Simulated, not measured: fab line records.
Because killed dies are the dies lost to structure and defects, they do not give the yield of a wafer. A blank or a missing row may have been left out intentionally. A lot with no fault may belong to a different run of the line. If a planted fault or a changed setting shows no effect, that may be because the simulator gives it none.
Which tool is to blame? + flow n5-finfet + at 1 step of a route of 1938, 6 lots with 17 wafers sampled

WHAT THE GAUGES SHOWED, per wafer
N5_BEOL_M11_OCD_MEAS_38.
| lot  | measured     | on     | trench-depth-nm (nm) |
|------|--------------|--------|----------------------|
| L913 | day 10 13:20 | ocd-01 | 149.3 148.3 149.5    |
| L915 | day 10 20:13 | ocd-02 | 147.5 143.9 148.1    |
| L917 | day 11 14:16 | ocd-01 | 148.9 146.3 147.7    |
| L919 | day 12 07:43 | ocd-01 | 148.0 148.7 148.5    |
| L925 | day 13 10:05 | ocd-02 | 148.5 149.3          |
| L934 | day 15 14:44 | ocd-01 | 150.6 151.1 150.5    |

WHICH TOOL RAN EACH LOT (tool, then ch and the chambers of the sampled wafers, then the start)
The record holds no process step before these readings.

THE ANSWER, worked out from the rows above alone
Rule: usual is defined by the lots themselves. Put in order of their means at a reading, lots are off if they are a third of the lots or fewer, leave a main group of 4 or more, and stand apart from it by a gap of 3 or more times the standard deviation of the main group's means; of several such gaps the widest counts. Not used: any main group whose means are identical at the precision the tables above print for the reading. A lot without any number at a reading at which 4 lots or more have one is off too. Any other lot the step has rows for is counted as sound.
No lot is off at any reading shown: from this, nothing can be told.

WHAT THE SIMULATOR PUT IN
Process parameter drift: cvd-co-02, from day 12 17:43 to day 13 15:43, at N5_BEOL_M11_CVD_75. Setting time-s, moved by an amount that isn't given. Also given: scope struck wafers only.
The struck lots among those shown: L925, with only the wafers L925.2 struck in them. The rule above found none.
